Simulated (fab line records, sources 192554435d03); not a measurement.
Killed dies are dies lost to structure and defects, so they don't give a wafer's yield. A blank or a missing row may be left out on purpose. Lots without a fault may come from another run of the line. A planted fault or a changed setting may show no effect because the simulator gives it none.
Which tool did it? | flow n5_finfet | 11 lots, 33 wafers sampled, at 4 steps of a route of 1938

WHAT THE GAUGES READ, wafer by wafer
N5_BEOL_M4_RC_MEAS_101.
lot  | measured     | on        | DIBL_N (mV/V)  | DIBL_P (mV/V)  | IOFF_N (nA/um)    | IOFF_P (nA/um)    | ION_N (uA/um) | ION_P (uA/um) | SS_N (mV/dec)  | SS_P (mV/dec)  | VT_N (mV)         | VT_P (mV)
L220 | day 7 20:59  | prober-02 | 35.8 38.3 36.7 | 35.3 37.5 37.0 | 0.140 0.177 0.152 | 0.185 0.224 0.201 | 661 671 670   | 459 462 465   | 71.2 72.1 71.2 | 72.5 73.1 72.9 | 250.8 248.6 249.0 | -250 -247 -249
L221 | day 8 03:10  | prober-01 | 38.3 36.7 36.8 | 37.0 34.9 34.5 | 0.170 0.139 0.136 | 0.252 0.215 0.199 | 673 661 669   | 472 462 468   | 71.9 71.2 70.9 | 73.3 73.9 73.2 | 252.2 254.3 253.8 | -249 -248 -249
L222 | day 8 15:29  | prober-01 | 37.4 34.2 36.5 | 38.1 34.8 38.0 | 0.189 0.134 0.174 | 0.216 0.174 0.213 | 673 666 676   | 455 453 461   | 72.7 71.4 72.3 | 73.7 73.3 73.4 | 247.7 251.4 250.6 | -251 -255 -251
L224 | day 9 19:38  | prober-02 | 38.0 37.2 37.7 | 38.5 37.4 38.7 | 0.187 0.190 0.194 | 0.234 0.208 0.236 | 682 691 687   | 462 466 461   | 72.1 72.5 72.0 | 74.0 72.4 73.9 | 247.6 245.4 246.8 | -249 -251 -251
L225 | day 9 09:45  | prober-02 | 35.2 37.9 36.1 | 34.1 36.5 35.4 | 0.142 0.191 0.153 | 0.178 0.215 0.193 | 667 691 671   | 462 463 459   | 71.2 72.1 71.2 | 73.3 73.6 73.2 | 253.4 248.8 251.1 | -255 -253 -253
L231 | day 10 15:59 | prober-02 | 35.2 36.1 38.4 | 36.0 36.6 39.9 | 0.148 0.172 0.212 | 0.232 0.246 0.302 | 675 668 682   | 468 468 472   | 70.5 71.4 71.5 | 72.0 72.3 73.9 | 250.1 247.9 244.5 | -248 -247 -244
L235 | day 12 15:24 | prober-01 | 38.6 38.1 38.4 | 37.1 36.5 36.5 | 0.181 0.173 0.177 | 0.226 0.205 0.205 | 682 678 665   | 462 456 450   | 72.3 72.3 71.2 | 73.7 73.7 73.2 | 246.5 248.6 249.0 | -251 -253 -254
L238 | day 12 19:00 | prober-01 | 37.9 38.4 39.1 | 38.8 39.5 39.8 | 0.177 0.187 0.197 | 0.227 0.243 0.247 | 684 682 685   | 464 465 468   | 71.6 71.8 71.8 | 73.8 74.3 74.1 | 247.7 247.3 247.4 | -250 -249 -246
L240 | day 13 02:41 | prober-02 | 38.5 38.7 38.1 | 38.0 37.9 37.6 | 0.175 0.184 0.174 | 0.240 0.244 0.248 | 681 666 685   | 464 460 471   | 71.3 71.4 71.4 | 74.3 74.3 74.0 | 250.5 248.6 247.6 | -247 -248 -247
L242 | day 13 22:22 | prober-02 | 35.7 33.3 35.0 | 37.9 34.6 36.6 | 0.170 0.127 0.151 | 0.230 0.184 0.217 | 681 675 675   | 472 467 465   | 72.5 71.0 71.1 | 73.4 72.6 73.3 | 250.1 252.1 250.0 | -248 -251 -249
L243 | day 14 04:43 | prober-02 | 36.6 37.2 34.9 | 35.7 36.7 33.8 | 0.149 0.164 0.132 | 0.218 0.243 0.196 | 661 665 667   | 460 458 467   | 71.8 72.8 71.7 | 73.4 73.9 72.7 | 251.6 250.0 254.0 | -250 -248 -251

WHICH TOOL RAN EACH LOT (tool, then ch and the chambers of the sampled wafers, then the start)
lot  | N5_BEOL_M1_SPUTTER_90        | N5_BEOL_M1_SPUTTER_92        | N5_BEOL_M1_SPUTTER_96
L220 | pvd_sputter-02, day 6 10:19  | pvd_sputter-02, day 6 10:32  | pvd_sputter-02, day 6 10:58
L221 | pvd_sputter-03, day 6 14:13  | pvd_sputter-03, day 6 14:26  | pvd_sputter-03, day 6 14:52
L222 | pvd_sputter-01, day 7 01:13  | pvd_sputter-01, day 7 01:26  | pvd_sputter-01, day 7 01:52
L224 | pvd_sputter-02, day 7 17:25  | pvd_sputter-02, day 7 17:38  | pvd_sputter-02, day 7 18:05
L225 | pvd_sputter-02, day 7 19:30  | pvd_sputter-02, day 7 19:43  | pvd_sputter-02, day 7 20:10
L231 | pvd_sputter-02, day 9 07:15  | pvd_sputter-02, day 9 07:28  | pvd_sputter-02, day 9 07:55
L235 | pvd_sputter-02, day 10 20:19 | pvd_sputter-02, day 10 20:32 | pvd_sputter-02, day 10 20:58
L238 | pvd_sputter-02, day 10 23:49 | pvd_sputter-02, day 11 00:02 | pvd_sputter-02, day 11 00:28
L240 | pvd_sputter-03, day 11 14:59 | pvd_sputter-03, day 11 15:12 | pvd_sputter-03, day 11 15:38
L242 | pvd_sputter-01, day 12 03:10 | pvd_sputter-01, day 12 03:23 | pvd_sputter-01, day 12 03:49
L243 | pvd_sputter-03, day 12 10:38 | pvd_sputter-03, day 12 10:51 | pvd_sputter-03, day 12 11:17
- N5_BEOL_M1_SPUTTER_90: material Cu, target thk 4.5 nm, time 8.29 s.
- N5_BEOL_M1_SPUTTER_92: material Cu, target thk 4.5 nm, time 8.29 s.
- N5_BEOL_M1_SPUTTER_96: material Cu, target thk 4.5 nm, time 8.29 s.

WHAT THE TOOLS THEMSELVES READ (means of the sampled wafers that have a number; where no wafer has one, the mark that the record gives instead)
N5_BEOL_M1_SPUTTER_90.
lot  | tool           | chamber_pressure_pa (Pa) | throttle_valve_pct (%)
L220 | pvd_sputter-02 | 0.07                     | 30.8
L221 | pvd_sputter-03 | 0.07                     | 30.1
L222 | pvd_sputter-01 | 0.07                     | 30.5
L224 | pvd_sputter-02 | 0.07                     | 30.7
L225 | pvd_sputter-02 | 0.07                     | 30.5
L231 | pvd_sputter-02 | 0.07                     | 30.6
L235 | pvd_sputter-02 | 0.07                     | 30.7
L238 | pvd_sputter-02 | 0.07                     | 30.8
L240 | pvd_sputter-03 | 0.07                     | 30.3
L242 | pvd_sputter-01 | 0.07                     | 30.3
L243 | pvd_sputter-03 | 0.07                     | 30.1

N5_BEOL_M1_SPUTTER_92.
lot  | tool           | chamber_pressure_pa (Pa) | throttle_valve_pct (%)
L220 | pvd_sputter-02 | 0.06994                  | 30.7
L221 | pvd_sputter-03 | 0.06997                  | 30.1
L222 | pvd_sputter-01 | 0.07003                  | 30.5
L224 | pvd_sputter-02 | 0.07013                  | 30.8
L225 | pvd_sputter-02 | 0.07006                  | 30.7
L231 | pvd_sputter-02 | 0.07003                  | 30.6
L235 | pvd_sputter-02 | 0.07742                  | 29.2
L238 | pvd_sputter-02 | 0.07745                  | 29.1
L240 | pvd_sputter-03 | 0.07003                  | 30.4
L242 | pvd_sputter-01 | 0.07003                  | 30.2
L243 | pvd_sputter-03 | 0.07001                  | 30.3

N5_BEOL_M1_SPUTTER_96.
lot  | tool           | chamber_pressure_pa (Pa) | throttle_valve_pct (%)
L220 | pvd_sputter-02 | 0.07                     | 30.6
L221 | pvd_sputter-03 | 0.07                     | 30.2
L222 | pvd_sputter-01 | 0.07                     | 30.4
L224 | pvd_sputter-02 | 0.07                     | 30.6
L225 | pvd_sputter-02 | 0.07                     | 30.6
L231 | pvd_sputter-02 | 0.07                     | 30.6
L235 | pvd_sputter-02 | 0.07                     | 30.6
L238 | pvd_sputter-02 | 0.07                     | 30.8
L240 | pvd_sputter-03 | 0.07                     | 30.3
L242 | pvd_sputter-01 | 0.07                     | 30.1
L243 | pvd_sputter-03 | 0.07                     | 30.0

THE ANSWER, worked out from the rows above alone
Rule: what is usual is taken from the lots themselves. Put in order of their means at a reading, lots are off if they are a third of the lots or fewer, leave a main group of 4 or more, and stand apart from it by a gap of 3 or more times the standard deviation of the main group's means; of several such gaps the widest counts. A main group whose means are all the same, to the digits that the tables above print for the reading, isn't used. A lot without any number at a reading at which 4 lots or more have one is off too. The other lots that the step has rows for count as sound. The gauges are gone through in route order, then the tools' own readings, and for those a lot's mean is taken as printed above. The first step at which some lot is off is used, and at that step the reading that is off furthest; a lot without a number counts as furthest.
Off: L235, L238, at N5_BEOL_M1_SPUTTER_92 (chamber_pressure_pa). The main group: mean 0.07003 Pa, standard deviation 5e-05.
A tool fits if, at that step or a process step before it, it ran every lot that is off, and no sound lot after the first of them. One fits: pvd_sputter-02 at N5_BEOL_M1_SPUTTER_90 and N5_BEOL_M1_SPUTTER_92. At N5_BEOL_M1_SPUTTER_90 its last sound lot is L231 (day 9 07:15), its first lot that is off L235 (day 10 20:19): a fault that began between those two fits.

WHAT THE SIMULATOR HAD PUT IN
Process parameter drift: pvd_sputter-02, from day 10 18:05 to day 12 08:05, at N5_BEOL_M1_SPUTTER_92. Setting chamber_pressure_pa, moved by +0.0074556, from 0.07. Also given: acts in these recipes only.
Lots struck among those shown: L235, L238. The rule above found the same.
